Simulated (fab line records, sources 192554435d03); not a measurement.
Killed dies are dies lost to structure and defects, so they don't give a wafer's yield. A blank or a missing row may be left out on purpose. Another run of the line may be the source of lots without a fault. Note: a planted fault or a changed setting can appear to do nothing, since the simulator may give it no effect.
fab line records	flow n5_finfet
[record] lots = 7	wafers = 21
route steps=1938 shown BEOL_M6@1230 BEOL_M7@1302 BEOL_M8@1377 BEOL_M9@1405 BEOL_M10@1488
start_h: hours from the record's first day to the start of the lot's first wafer shown	wait_h: hours since the lot's step before	" unchanged from the row above	L1.1+2: a single row standing in for several wafers	- no value, or no start was given	* or withheld: withheld	< > ~ a bound
route shown NAME@n: names a module that has steps shown in the file, with the first one's number in the route	usual: average and standard deviation across the fault-free wafers	same: alike in all rows	chamber/n: place in a boat	sites: readings site by site	_std_site: the values' standard deviation	_edge_site: outer sites' mean less inner sites'	radius_mm: how far each site lies from the wafer's centre	mask NAME#n: copy n	behind: tool/chamber where the wafer was last shaped	hold: the reason the lot was held/the length of the hold in hours/how it ended	device: names the non-switching transistor (n, p or np)	end of line: the tests these same wafers got at the end of their route	where a step has no rows: the recipe by itself	killed: count of dies lost to structure and defects at first sort (not the wafer's yield)	map: a wafer's dies, x killed, . not, _ none there
set.NAME: the run value of the setting; set.NAME@STEP: its run value at that earlier step	model.NAME: the simulator's own value behind a step, which no gauge read
lots where settings were altered on purpose, with a table for each step and a row for each wafer
[[steps]]
[step N5_BEOL_M6_DESCUM_33]
[recipe] chemistry = O2	time_s = 7	source_power_w = 50	bias_power_w = 20	pressure_mtorr = 20	rf_frequency_hz = 2.712e+07	temp_c = 40	resist = CAR-EUV	o2_flow_sccm = 225
lot.wafer	tool	chamber	start_h	wait_h	set.time_s	model.CAR-EUV_of_BEOL_M6_COAT_22.thk_nm
L075.1	rie_diel-02	1	194.58	0.3	6.298	26.4
L075.2	"	0	"	"	7	26
L075.3	"	2	"	"	7	26.2
L076.2	rie_diel-02	1	196.25	0.0	7.446	25.8
L076.4	"	0	"	"	7	26.2
L076.6	"	2	"	"	7	26
L081.2+3+6	rie_diel-04	2,1,3	220.18	0.0	7	26
L086.1	rie_diel-02	1	260.56	0.3	7	26
L086.3+5	"	2,3	"	"	7.45	25.8
L087.3+4+5	rie_diel-02	3,1,1	266.06	0.0	7	26
L091.2	rie_diel-04	2	288.10	0.3	7	26.4
L091.3+4	"	1,3	"	"	7	26.2
L092.1	rie_diel-04	2	291.57	0.0	8.147	25.4
L092.4	"	0	"	"	7	26
L092.6	"	1	"	"	7	26.2
[step N5_BEOL_M7_ETCH_66]
[recipe] chemistry = N2/H2	target = SOC	target_depth_a = 800	overetch_a = 160	mask_material = SiARC	temp_c = 40	time_s = 120	ion_energy_ev = 200	pressure_mtorr = 30	source_w = 840	bias_w = 150	n2_flow_sccm = 200	h2_flow_sccm = 200
lot.wafer	tool	chamber	start_h	wait_h	set.time_s	model.SiARC_of_BEOL_M7_COAT_64.thk_nm
L075.1+2	rie_diel-06	0,1	201.42	0.0	120	6.4
L075.3	"	2	"	"	120	6.6
L076.2+4+6	rie_diel-03	2	203.98	0.0	120	6.4
L081.2+3+6	rie_diel-03	0,2,2	227.12	0.0	120	6.4
L086.1+3+5	rie_diel-01	1,0,0	268.36	0.0	120	6.4
L087.3	rie_diel-03	2	274.37	0.0	93.55	7.6
L087.4+5	"	1,3	"	"	120	6.4
L091.2+4	rie_diel-03	2,0	294.30	0.0	120	6.4
L091.3	"	1	"	"	102.2	7.2
L092.1	rie_diel-03	3	300.32	0.0	129.2	6
L092.4+6	"	0,1	"	"	120	6.4
[step N5_BEOL_M7_VIA_ETCH_34]
[recipe] chemistry = C4F6/O2	target = SiCOH_lowk	target_depth_a = 1255	mask_material = SOC	taper_deg = 4	time_s = 50.5	ion_energy_ev = 250	pressure_mtorr = 30	source_w = 345	bias_w = 185	Ar_flow_sccm = 300	C4F6_flow_sccm = 10	O2_flow_sccm = 10
[usual] rf_vpp_V = 667/6.1
lot.wafer	tool	chamber	start_h	wait_h	set.source_w	rf_vpp_V	model.etch.depth_nm
L075.1	rie_diel-06	0	201.52	0.0	345	662	126.3
L075.2	"	1	"	"	345	669	127.9
L075.3	"	2	"	"	364	637	124.9
L076.2	rie_diel-03	2	204.13	0.0	345	672	125.5
L076.4	"	2	"	"	306.2	714	119.2
L076.6	"	2	"	"	306.2	715	120
L081.2	rie_diel-03	0	227.22	0.0	345	672	123.2
L081.3	"	2	"	"	345	673	124.9
L081.6	"	2	"	"	345	671	125.5
L086.1	rie_diel-01	1	268.46	0.0	309.3	696	121.4
L086.3	"	0	"	"	345	667	124.9
L086.5	"	0	"	"	345	668	125
L087.3	rie_diel-03	2	274.47	0.0	372.4	646	128.5
L087.4	"	1	"	"	345	671	124.8
L087.5	"	3	"	"	345	666	125.6
L091.2	rie_diel-03	2	294.41	0.0	345	670	125.6
L091.3	"	1	"	"	406.1	618	133.1
L091.4	"	0	"	"	345	671	123.7
L092.1	rie_diel-03	3	300.42	0.0	391.4	626	133.6
L092.4	"	0	"	"	345	673	125.8
L092.6	"	1	"	"	391.4	630	131.6
[step N5_BEOL_M8_TRENCH_ETCH_37]
[recipe] chemistry = C4F6/O2	target_depth_a = 934.78	target = SiCOH_lowk	time_s = 31.2	ion_energy_ev = 250	pressure_mtorr = 30	source_w = 345	bias_w = 185	Ar_flow_sccm = 300	C4F6_flow_sccm = 10	O2_flow_sccm = 10
[usual] rf_vpp_V = 668/6.2
lot.wafer	tool	chamber	start_h	wait_h	set.bias_w	rf_vpp_V
L075.1	rie_diel-05	1	-	-	213.8	745
L075.2	"	0	"	"	213.8	755
L075.3	"	3	"	"	185	666
L076.2	rie_diel-04	0	-	-	185	660
L076.4	"	2	"	"	185	667
L076.6	"	1	"	"	160.4	598
L081.2	rie_diel-05	1	-	-	185	663
L081.3	"	0	"	"	185	673
L081.6	"	0	"	"	185	673
L086.1	rie_diel-02	1	-	-	168.2	612
L086.3	"	2	"	"	185	671
L086.5	"	1	"	"	168.2	611
L087.3	rie_diel-04	3	-	-	214.8	739
L087.4	"	2	"	"	185	667
L087.5	"	1	"	"	214.8	752
L091.2	rie_diel-05	2	-	-	185	669
L091.3	"	1	"	"	185	664
L091.4	"	0	"	"	208.2	739
L092.1	rie_diel-05	1	-	-	199.6	703
L092.4	"	2	"	"	199.6	709
L092.6	"	1	"	"	185	663
[step N5_BEOL_M9_HM_DEP_02]
[recipe] material = TiN	target_thk_a = 200	temp_c = 25	chamber_pressure_pa = 0.49996
lot.wafer	tool	chamber	start_h	wait_h	set.target_thk_a	model.TiN_of_BEOL_M9_HM_DEP_02.thk_nm
L075.1	pvd_sputter-01	-	214.37	1.4	225	22.4
L075.2	"	-	"	"	225	22.8
L075.3	"	-	"	"	225	22.6
L076.2+6	pvd_sputter-01	-	219.91	0.4	220.9	22.2
L076.4	"	-	"	"	220.9	22
L081.2+3	pvd_sputter-01	-	238.97	1.1	200	19.6
L081.6	"	-	"	"	200	19.8
L086.1	pvd_sputter-02	-	282.57	1.0	175.1	17.6
L086.3+5	"	-	"	"	200	20.2
L087.3+4+5	pvd_sputter-03	-	286.20	1.2	200	19.8
L091.2	pvd_sputter-02	-	305.17	0.5	192.2	19.2
L091.3	"	-	"	"	200	19.8
L091.4	"	-	"	"	200	19.6
L092.1+4	pvd_sputter-03	-	312.27	1.0	200	19.8
L092.6	"	-	"	"	200	19.6
[step N5_BEOL_M9_EXPOSE_08]
[recipe] mask_id = M9	na = 1.35	source_shape = dipole	sigma_inner = 0.411	sigma_outer = 0.611	polarization = te	dose_mj = 53.75
lot.wafer	tool	chamber	start_h	wait_h	mask	set.dose_mj
L075.1+3	arfi_scanner-02	0	214.74	-	M9#0	53.75
L075.2	"	0	"	"	M9#0	54.84
L076.2+4+6	arfi_scanner-03	0	220.29	-	M9#0	53.75
L081.2+3+6	arfi_scanner-01	0	239.41	-	M9#0	53.75
L086.1+3+5	arfi_scanner-03	0	282.81	-	M9#0	53.75
L087.3+4	arfi_scanner-02	0	286.58	-	M9#0	57.75
L087.5	"	0	"	"	M9#0	53.75
L091.2+3	arfi_scanner-02	0	305.55	-	M9#0	53.75
L091.4	"	0	"	"	M9#0	56.54
L092.1+4+6	arfi_scanner-03	0	312.64	-	M9#0	53.75
[step N5_BEOL_M9_PEB_09]
[recipe] peb_temp_c = withheld	peb_time_s = 60	resist = CAR-ArF
[step N5_BEOL_M9_DEVELOP_10]
[recipe] develop_time_s = 30	developer = TMAH	resist = CAR-ArF	rinse_liquid = diw	dry = air_spin	dev_temp_c = 23
[step N5_BEOL_M9_CD_MEAS_11]
[recipe] target_cd_nm = 64.1	landing_energy_ev = 500	detector = se_inlens	polarity = opening
[usual] cd_nm = 64.1/0.43
lot.wafer	tool	chamber	start_h	wait_h	set.dose_mj@BEOL_M9_EXPOSE_08	cd_nm
L075.1	cd_sem-02	0	214.87	-	53.75	64.4
L075.2	"	0	"	"	54.84	65.8
L075.3	"	0	"	"	53.75	63.9
L076.2	cd_sem-02	0	220.42	-	53.75	64.6
L076.4	"	0	"	"	53.75	63.8
L076.6	"	0	"	"	53.75	63.6
L081.2	cd_sem-02	0	239.53	-	53.75	64.3
L081.3	"	0	"	"	53.75	64.1
L081.6	"	0	"	"	53.75	63.7
L086.1	cd_sem-03	0	282.94	-	53.75	63.6
L086.3	"	0	"	"	53.75	63.8
L086.5	"	0	"	"	53.75	64.2
L087.3	cd_sem-03	0	286.70	-	57.75	67.7
L087.4	"	0	"	"	57.75	67.9
L087.5	"	0	"	"	53.75	64.0
L091.2	cd_sem-03	0	305.67	-	53.75	64.6
L091.3	"	0	"	"	53.75	64.5
L091.4	"	0	"	"	56.54	67.6
L092.1	cd_sem-02	0	312.76	-	53.75	64.1
L092.4	"	0	"	"	53.75	64.1
L092.6	"	0	"	"	53.75	63.8
[step N5_BEOL_M9_DESCUM_16]
[recipe] chemistry = O2	time_s = 7.9	source_power_w = 50	bias_power_w = 20	pressure_mtorr = 20	rf_frequency_hz = 2.712e+07	temp_c = 40	resist = CAR-ArF	o2_flow_sccm = 225
[step N5_BEOL_M9_ETCH_61]
[recipe] chemistry = CF4	target = SiARC	target_depth_a = 390	mask_material = CAR-ArF	time_s = 65	ion_energy_ev = 80	pressure_mtorr = 40	source_w = 545	bias_w = 36	Ar_flow_sccm = 100	cf4_flow_sccm = 100	ends = cleared
lot.wafer	tool	chamber	start_h	wait_h	set.dose_mj@BEOL_M9_EXPOSE_08	model.BEOL_M9.cd_offset_nm
L075.1	rie_diel-01	1	214.99	0.0	53.75	0.4
L075.2	"	0	"	"	54.84	1.6
L075.3	"	2	"	"	53.75	-0.6
L076.2	rie_diel-03	1	221.06	0.0	53.75	0.4
L076.4	"	0	"	"	53.75	-0.2
L076.6	"	2	"	"	53.75	-0.6
L081.2	rie_diel-03	1	239.65	0.0	53.75	0.4
L081.3	"	2	"	"	53.75	0
L081.6	"	1	"	"	53.75	-0.2
L086.1	rie_diel-06	0	283.06	0.0	53.75	-0.8
L086.3	"	2	"	"	53.75	-0.4
L086.5	"	1	"	"	53.75	0.2
L087.3	rie_diel-03	2	287.05	0.0	57.75	3.6
L087.4	"	0	"	"	57.75	4
L087.5	"	0	"	"	53.75	-0.2
L091.2	rie_diel-06	3	306.02	0.0	53.75	0.6
L091.3	"	0	"	"	53.75	0.8
L091.4	"	1	"	"	56.54	3.2
L092.1	rie_diel-03	1	312.88	0.0	53.75	0.4
L092.4+6	"	0	"	"	53.75	0
[step N5_BEOL_M9_ETCH_62]
[recipe] chemistry = N2/H2	target = SOC	target_depth_a = 1100	overetch_a = 220	mask_material = SiARC	temp_c = 40	time_s = 165	ion_energy_ev = 200	pressure_mtorr = 30	source_w = 840	bias_w = 150	n2_flow_sccm = 200	h2_flow_sccm = 200
lot.wafer	tool	chamber	start_h	wait_h	set.dose_mj@BEOL_M9_EXPOSE_08	model.BEOL_M9.cd_offset_nm
L075.1	rie_diel-01	1	215.04	0.0	53.75	0.6
L075.2	"	0	"	"	54.84	1.4
L075.3	"	2	"	"	53.75	-0.6
L076.2	rie_diel-03	1	221.11	0.0	53.75	0.2
L076.4	"	0	"	"	53.75	-0.2
L076.6	"	2	"	"	53.75	-0.6
L081.2+3	rie_diel-03	1,2	239.70	0.0	53.75	0
L081.6	"	1	"	"	53.75	-0.4
L086.1	rie_diel-06	0	283.11	0.0	53.75	-0.8
L086.3	"	2	"	"	53.75	-0.6
L086.5	"	1	"	"	53.75	0
L087.3	rie_diel-03	2	287.10	0.0	57.75	3.8
L087.4	"	0	"	"	57.75	4
L087.5	"	0	"	"	53.75	-0.2
L091.2	rie_diel-06	3	306.07	0.0	53.75	0.8
L091.3	"	0	"	"	53.75	1
L091.4	"	1	"	"	56.54	3
L092.1	rie_diel-03	1	312.93	0.0	53.75	0.4
L092.4+6	"	0	"	"	53.75	-0.2
[step N5_BEOL_M9_STRIP_68]
[recipe] chemistry = N2/H2	temp_c = 40	n2_flow_sccm = 200	h2_flow_sccm = 200	rf_frequency_hz = 6e+07
[step N5_BEOL_M9_STRIP_67]
[recipe] chemistry = CF4	resist = SiARC	power_w = 300	bias_power_w = 75	pressure_mtorr = 50	cf4_flow_sccm = 150	rf_frequency_hz = 6e+07
[step N5_BEOL_M9_HM_OPEN_17]
[recipe] chemistry = Cl2/BCl3	target_depth_a = 200	overetch_a = 60	target = TiN	mask_material = SOC	ion_energy_ev = 150	pressure_mtorr = 10	icp_w = 1000	bias_w = 126	Cl2_flow_sccm = 53.25	bcl3_flow_sccm = 21.75	Ar_flow_sccm = 25
lot.wafer	tool	chamber	start_h	wait_h	set.target_thk_a@BEOL_M9_HM_DEP_02	set.dose_mj@BEOL_M9_EXPOSE_08	model.BEOL_M9.cd_offset_nm	model.etch.depth_nm
L075.1	rie_metal-01	1	215.23	0.0	225	53.75	0.6	22.46
L075.2	"	0	"	"	225	54.84	1.4	22.75
L075.3	"	0	"	"	225	53.75	-0.4	22.55
L076.2	rie_metal-02	0	221.29	0.0	220.9	53.75	0.2	22.25
L076.4	"	1	"	"	220.9	53.75	-0.2	21.98
L076.6	"	0	"	"	220.9	53.75	-0.8	22.14
L081.2	rie_metal-01	1	239.89	0.0	200	53.75	0	19.66
L081.3	"	1	"	"	200	53.75	0	19.53
L081.6	"	1	"	"	200	53.75	-0.4	19.76
L086.1	rie_metal-03	0	283.30	0.0	175.1	53.75	-0.6	17.5
L086.3	"	1	"	"	200	53.75	-0.4	20.23
L086.5	"	1	"	"	200	53.75	0.2	20.18
L087.3	rie_metal-02	1	287.32	0.1	200	57.75	3.8	19.85
L087.4	"	0	"	"	200	57.75	3.8	19.88
L087.5	"	1	"	"	200	53.75	-0.2	19.75
L091.2	rie_metal-03	1	306.25	0.0	192.2	53.75	0.8	19.24
L091.3	"	0	"	"	200	53.75	1.2	19.81
L091.4	"	1	"	"	200	56.54	3	19.62
L092.1	rie_metal-01	1	313.12	0.0	200	53.75	0.4	19.8
L092.4	"	0	"	"	200	53.75	-0.2	19.74
L092.6	"	1	"	"	200	53.75	-0.2	19.69
[step N5_BEOL_M9_STRIP_19]
[recipe] chemistry = O2	power_w = 400	temp_c = 40	pressure_mtorr = 30	rf_frequency_hz = 6e+07	bias_power_w = 0	overash_fraction = 0.2	o2_flow_sccm = 225
[step N5_BEOL_M9_CD_MEAS_18]
[recipe] pitch_nm = 140	target_cd_nm = 70
[usual] cd_nm = 70.0/0.45
lot.wafer	tool	chamber	start_h	wait_h	set.dose_mj@BEOL_M9_EXPOSE_08	cd_nm
L075.1	cd_sem-02	-	215.41	0.0	53.75	70.5
L075.2	"	-	"	"	54.84	71.2
L075.3	"	-	"	"	53.75	69.3
L076.2	cd_sem-03	-	221.50	0.1	53.75	70.3
L076.4	"	-	"	"	53.75	69.8
L076.6	"	-	"	"	53.75	69.5
L081.2	cd_sem-02	-	240.08	0.1	53.75	70.1
L081.3	"	-	"	"	53.75	70.2
L081.6	"	-	"	"	53.75	69.5
L086.1	cd_sem-03	-	283.49	0.0	53.75	69.8
L086.3	"	-	"	"	53.75	69.7
L086.5	"	-	"	"	53.75	69.7
L087.3	cd_sem-03	-	287.47	0.1	57.75	73.7
L087.4	"	-	"	"	57.75	73.9
L087.5	"	-	"	"	53.75	69.9
L091.2	cd_sem-03	-	306.48	0.1	53.75	70.8
L091.3	"	-	"	"	53.75	71.5
L091.4	"	-	"	"	56.54	73.0
L092.1	cd_sem-02	-	313.46	0.0	53.75	70.1
L092.4	"	-	"	"	53.75	69.7
L092.6	"	-	"	"	53.75	69.9
[step N5_BEOL_M9_COAT_63]
[recipe] resist = SOC	temp_c = 250	time_s = 60	spin_rpm = 1500	resist_thk_nm = 60
[step N5_BEOL_M9_COAT_64]
[recipe] resist = SiARC	temp_c = 220	time_s = 60	spin_rpm = 1500	resist_thk_nm = 12
[step N5_BEOL_M9_STRIP_73]
[recipe] chemistry = C4F6/O2	resist = SiARC	rf_frequency_hz = 6e+07
[step N5_BEOL_M9_STRIP_36]
[recipe] chemistry = N2/H2	power_w = 450	temp_c = 40	pressure_mtorr = 20	rf_frequency_hz = 6e+07	overash_fraction = 0.3	bias_power_w = 7	h2_frac = 0.5	n2_flow_sccm = 200	h2_flow_sccm = 200
[step N5_BEOL_M9_TRENCH_ETCH_37]
[recipe] chemistry = C4F6/O2	target_depth_a = 1514.3	target = SiCOH_lowk	time_s = 49	ion_energy_ev = 250	pressure_mtorr = 30	source_w = 345	bias_w = 185	Ar_flow_sccm = 300	C4F6_flow_sccm = 10	O2_flow_sccm = 10
lot.wafer	tool	chamber	start_h	wait_h	set.target_thk_a@BEOL_M9_HM_DEP_02	model.TiN_of_BEOL_M9_HM_DEP_02.thk_nm
L075.1	rie_diel-03	1	-	-	225	18.2
L075.2	"	0	"	"	225	18.6
L075.3	"	2	"	"	225	18.4
L076.2+6	rie_diel-03	1,0	-	-	220.9	18
L076.4	"	2	"	"	220.9	17.8
L081.2+6	rie_diel-03	0	-	-	200	15.6
L081.3	"	2	"	"	200	15.4
L086.1	rie_diel-06	3	-	-	175.1	13.2
L086.3	"	2	"	"	200	16.2
L086.5	"	1	"	"	200	15.8
L087.3	rie_diel-06	2	-	-	200	15.8
L087.4+5	"	1,2	"	"	200	15.6
L091.2	rie_diel-06	1	-	-	192.2	15
L091.3	"	0	"	"	200	15.6
L091.4	"	3	"	"	200	15.4
L092.1+6	rie_diel-01	2	-	-	200	15.4
L092.4	"	1	"	"	200	15.6
[step N5_BEOL_M9_ETCH_41]
[recipe] chemistry = CH3F/O2	target = SiCN	target_depth_a = 366	taper_deg = 2	time_s = 70.1	ion_energy_ev = 120	mask_material = TiN	pressure_mtorr = 30	source_w = 395	bias_w = 75	Ar_flow_sccm = 150	CH3F_flow_sccm = 30	O2_flow_sccm = 20
[step N5_BEOL_M9_STRIP_80]
[recipe] chemistry = N2/H2	time_s = 10	power_w = 450	temp_c = 40	pressure_mtorr = 20	rf_frequency_hz = 6e+07	bias_power_w = 7	n2_flow_sccm = 200	h2_flow_sccm = 200
[step N5_BEOL_M9_PRECLEAN_42]
[recipe] chemistry = residue_remover	time_s = 60	temp_c = 40
[step N5_BEOL_M9_SRD_43]
[recipe] time_s = 30	temp_c = 23	rinse_liquid = diw	dry = ipa_marangoni
[step N5_BEOL_M9_CD_MEAS_35]
[recipe] target_cd_nm = 70	target_cd_y_nm = 40	polarity = opening
[usual] cd_nm = 70.1/0.48
lot.wafer	tool	chamber	start_h	wait_h	set.dose_mj@BEOL_M9_EXPOSE_08	cd_nm
L075.1	cd_sem-02	-	216.45	0.0	53.75	70.7
L075.2	"	-	"	"	54.84	71.6
L075.3	"	-	"	"	53.75	69.4
L076.2	cd_sem-03	-	222.84	0.0	53.75	69.9
L076.4	"	-	"	"	53.75	70.1
L076.6	"	-	"	"	53.75	69.1
L081.2	cd_sem-03	-	242.12	0.0	53.75	70.4
L081.3	"	-	"	"	53.75	70.3
L081.6	"	-	"	"	53.75	69.4
L086.1	cd_sem-01	-	286.22	0.0	53.75	69.6
L086.3	"	-	"	"	53.75	69.6
L086.5	"	-	"	"	53.75	70.6
L087.3	cd_sem-03	-	288.69	0.0	57.75	74.1
L087.4	"	-	"	"	57.75	73.8
L087.5	"	-	"	"	53.75	69.6
L091.2	cd_sem-03	-	308.07	0.0	53.75	71.3
L091.3	"	-	"	"	53.75	70.9
L091.4	"	-	"	"	56.54	73.2
L092.1	cd_sem-01	-	314.78	0.0	53.75	70.2
L092.4	"	-	"	"	53.75	70.0
L092.6	"	-	"	"	53.75	70.0
[step N5_BEOL_M10_ETCH_62]
[recipe] chemistry = N2/H2	target = SOC	target_depth_a = 1100	overetch_a = 220	mask_material = SiARC	temp_c = 40	time_s = 165	ion_energy_ev = 200	pressure_mtorr = 30	source_w = 840	bias_w = 150	n2_flow_sccm = 200	h2_flow_sccm = 200
lot.wafer	tool	chamber	start_h	wait_h	set.time_s	model.SiARC_of_BEOL_M10_COAT_60.thk_nm
L075.1+3	rie_diel-04	3,1	221.25	0.0	151.8	24
L075.2	"	2	"	"	165	23.4
L076.2	rie_diel-04	1	228.62	0.0	199.4	22
L076.4	"	1	"	"	165	23.4
L076.6	"	0	"	"	199.4	22.4
L081.2+6	rie_diel-05	1,3	245.86	0.0	165	23.6
L081.3	"	3	"	"	165	23.8
L086.1+5	rie_diel-02	1,3	290.31	0.0	176.7	23
L086.3	"	3	"	"	165	23.4
L087.3+4	rie_diel-05	2,1	293.04	0.0	165	23.6
L087.5	"	3	"	"	144	24.2
L091.2+3+4	rie_diel-04	0,3,2	312.67	0.0	165	23.4
L092.1	rie_diel-05	0	320.36	0.0	165	23.6
L092.4	"	3	"	"	148.7	24
L092.6	"	3	"	"	148.7	24.2
[step N5_BEOL_M10_STRIP_68]
[recipe] chemistry = N2/H2	temp_c = 40	n2_flow_sccm = 200	h2_flow_sccm = 200	rf_frequency_hz = 6e+07
[step N5_BEOL_M10_STRIP_67]
[recipe] chemistry = CF4	resist = SiARC	power_w = 300	bias_power_w = 75	pressure_mtorr = 50	cf4_flow_sccm = 150	rf_frequency_hz = 6e+07
[step N5_BEOL_M10_HM_OPEN_17]
[recipe] chemistry = Cl2/BCl3	target_depth_a = 200	overetch_a = 60	target = TiN	mask_material = SOC	ion_energy_ev = 150	pressure_mtorr = 10	icp_w = 1000	bias_w = 126	Cl2_flow_sccm = 53.25	bcl3_flow_sccm = 21.75	Ar_flow_sccm = 25
lot.wafer	tool	chamber	start_h	wait_h	set.time_s@BEOL_M10_ETCH_62	model.etch.depth_nm
L075.1	rie_metal-02	1	221.44	0.0	151.8	20.47
L075.2	"	0	"	"	165	20.56
L075.3	"	1	"	"	151.8	20.45
L076.2	rie_metal-03	0	228.80	0.0	199.4	16.72
L076.4	"	1	"	"	165	20.01
L076.6	"	0	"	"	199.4	16.76
L081.2	rie_metal-02	1	246.05	0.0	165	20.31
L081.3	"	0	"	"	165	20.27
L081.6	"	1	"	"	165	20.18
L086.1	rie_metal-02	0	290.50	0.0	176.7	19.03
L086.3	"	0	"	"	165	20.21
L086.5	"	1	"	"	176.7	19.06
L087.3	rie_metal-02	1	293.26	0.1	165	20
L087.4	"	0	"	"	165	19.97
L087.5	"	0	"	"	144	20.19
L091.2	rie_metal-02	0	312.86	0.0	165	20.38
L091.3	"	1	"	"	165	20.44
L091.4	"	0	"	"	165	20.3
L092.1	rie_metal-03	0	320.55	0.0	165	19.95
L092.4	"	0	"	"	148.7	19.9
L092.6	"	0	"	"	148.7	19.81
[[key]]
[split] step = N5_BEOL_M6_DESCUM_33	setting = time_s	stated = 7	by = wafer
[response] step = N5_BEOL_M6_DESCUM_33	reading = model.CAR-EUV_of_BEOL_M6_COAT_22.thk_nm	change = -0.0392	per = 1%	r = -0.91
[split] step = N5_BEOL_M7_ETCH_66	setting = time_s	stated = 120	by = wafer
[response] step = N5_BEOL_M7_ETCH_66	reading = model.SiARC_of_BEOL_M7_COAT_64.thk_nm	change = -0.0541	per = 1%	r = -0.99
[split] step = N5_BEOL_M7_VIA_ETCH_34	setting = source_w	stated = 345	by = wafer
[response] step = N5_BEOL_M7_VIA_ETCH_34	reading = rf_vpp_V	change = -3.22	per = 1%	r = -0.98
[response] step = N5_BEOL_M7_VIA_ETCH_34	reading = model.etch.depth_nm	change = +0.437	per = 1%	r = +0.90
[split] step = N5_BEOL_M8_TRENCH_ETCH_37	setting = bias_w	stated = 185	by = wafer
[response] step = N5_BEOL_M8_TRENCH_ETCH_37	reading = rf_vpp_V	change = +5.34	per = 1%	r = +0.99
[split] step = N5_BEOL_M9_HM_DEP_02	setting = target_thk_a	stated = 200	by = wafer
[response] step = N5_BEOL_M9_HM_DEP_02	reading = model.TiN_of_BEOL_M9_HM_DEP_02.thk_nm	change = +0.202	per = 1%	r = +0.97
[response] step = N5_BEOL_M9_HM_OPEN_17	reading = model.etch.depth_nm	change = +0.208	per = 1%	r = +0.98
[response] step = N5_BEOL_M9_TRENCH_ETCH_37	reading = model.TiN_of_BEOL_M9_HM_DEP_02.thk_nm	change = +0.216	per = 1%	r = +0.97
[split] step = N5_BEOL_M9_EXPOSE_08	setting = dose_mj	stated = 53.75	by = wafer
[response] step = N5_BEOL_M9_CD_MEAS_11	reading = cd_nm	change = +0.545	per = 1%	r = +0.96
[response] step = N5_BEOL_M9_ETCH_61	reading = model.BEOL_M9.cd_offset_nm	change = +0.534	per = 1%	r = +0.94
[response] step = N5_BEOL_M9_ETCH_62	reading = model.BEOL_M9.cd_offset_nm	change = +0.512	per = 1%	r = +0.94
[response] step = N5_BEOL_M9_HM_OPEN_17	reading = model.BEOL_M9.cd_offset_nm	change = +0.495	per = 1%	r = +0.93
[response] step = N5_BEOL_M9_CD_MEAS_18	reading = cd_nm	change = +0.482	per = 1%	r = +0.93
[response] step = N5_BEOL_M9_CD_MEAS_35	reading = cd_nm	change = +0.535	per = 1%	r = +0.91
[split] step = N5_BEOL_M10_ETCH_62	setting = time_s	stated = 165	by = wafer
[response] step = N5_BEOL_M10_ETCH_62	reading = model.SiARC_of_BEOL_M10_COAT_60.thk_nm	change = -0.0559	per = 1%	r = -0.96
[response] step = N5_BEOL_M10_HM_OPEN_17	reading = model.etch.depth_nm	shape = bent	at_lowest = 20.19	at_stated = 20.21	at_highest = 16.74
